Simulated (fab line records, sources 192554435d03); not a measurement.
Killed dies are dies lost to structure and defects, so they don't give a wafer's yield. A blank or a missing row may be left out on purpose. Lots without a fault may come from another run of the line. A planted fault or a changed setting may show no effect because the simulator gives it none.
Chamber matching | flow n5_finfet | N5_BEOL_M9_STRIP_19 on rie_diel-02: 4 sister chambers
The step strips in O2. 24 wafers are shown with their chamber, then 12 later ones without.

WAFERS WITH THEIR CHAMBER
wafer  | chamber | throttle_valve_pct (%) | drypump_motor_current_A (A) | showerhead_plenum_p_Torr (Torr)
L074.1 | 1       | 16.25                  | 4.9                         | 2.13
L074.3 | 2       | 16.60                  | 5.6                         | 2.11
L074.6 | 0       | 16.24                  | 5.4                         | 2.23
L079.1 | 2       | 16.63                  | 5.6                         | 2.10
L079.3 | 0       | 16.24                  | 5.4                         | 2.23
L079.4 | 1       | 16.28                  | 4.9                         | 2.13
L080.2 | 3       | 16.92                  | 5.1                         | 2.17
L080.4 | 1       | 16.28                  | 4.9                         | 2.13
L080.5 | 0       | 16.24                  | 5.3                         | 2.22
L081.1 | 3       | 16.92                  | 5.2                         | 2.17
L081.4 | 1       | 16.28                  | 4.9                         | 2.13
L081.5 | 3       | 16.94                  | 5.2                         | 2.17
L083.1 | 1       | 16.28                  | 4.9                         | 2.13
L083.5 | 0       | 16.26                  | 5.4                         | 2.22
L083.6 | 3       | 16.93                  | 5.2                         | 2.17
L085.3 | 1       | 16.30                  | 4.9                         | 2.12
L085.5 | 0       | 16.28                  | 5.4                         | 2.22
L085.6 | 1       | 16.31                  | 4.9                         | 2.12
L089.1 | 0       | 16.29                  | 5.3                         | 2.22
L089.5 | 0       | 16.28                  | 5.4                         | 2.22
L089.6 | 3       | 16.94                  | 5.2                         | 2.16
L088.1 | 3       | 16.92                  | 5.2                         | 2.16
L088.4 | 0       | 16.30                  | 5.4                         | 2.22
L088.5 | 3       | 16.95                  | 5.2                         | 2.16

SIGNATURES (means of the wafers above)
reading                  | chamber 0 | chamber 1 | chamber 2 | chamber 3 | scatter within a chamber
throttle_valve_pct       | 16.2662   | 16.2829   | 16.6150   | 16.9314   | 0.0196
drypump_motor_current_A  | 5.375     | 4.900     | 5.600     | 5.186     | 0.0343
showerhead_plenum_p_Torr | 2.2225    | 2.1271    | 2.1050    | 2.1657    | 0.00507
Rule: a wafer's distance from a chamber is the root of the sum, over the readings, of the square of ((its reading less the chamber's mean) divided by the reading's scatter). The wafer belongs to the nearest chamber; if the next one is less than 2 further off, it can't be placed. The scatter: the root of (the sum of the squares of (reading less its chamber's mean) over the shown wafers, divided by (wafers less chambers)).

WAFERS WITHOUT THEIR CHAMBER
wafer  | throttle_valve_pct (%) | drypump_motor_current_A (A) | showerhead_plenum_p_Torr (Torr)
L091.3 | 16.31                  | 4.9                         | 2.12
L091.4 | 16.95                  | 5.2                         | 2.16
L091.6 | 16.31                  | 4.9                         | 2.12
L092.3 | 16.29                  | 5.4                         | 2.22
L092.4 | 16.65                  | 5.6                         | 2.09
L092.6 | 16.30                  | 5.3                         | 2.22
L094.1 | 16.32                  | 4.9                         | 2.12
L094.5 | 16.67                  | 5.6                         | 2.09
L094.6 | 16.97                  | 5.2                         | 2.16
L097.1 | 16.99                  | 5.1                         | 2.16
L097.2 | 16.34                  | 4.9                         | 2.11
L097.3 | 16.68                  | 5.6                         | 2.09

WHICH CHAMBER EACH WENT THROUGH
wafer  | from the rows above | in truth
L091.3 | 1                   | 1
L091.4 | 3                   | 3
L091.6 | 1                   | 1
L092.3 | 0                   | 0
L092.4 | 2                   | 2
L092.6 | 0                   | 0
L094.1 | 1                   | 1
L094.5 | 2                   | 2
L094.6 | 3                   | 3
L097.1 | 3                   | 3
L097.2 | 1                   | 1
L097.3 | 2                   | 2
Placed correctly: 12 of 12. Can't be placed from these rows: 0. Placed wrongly: 0.
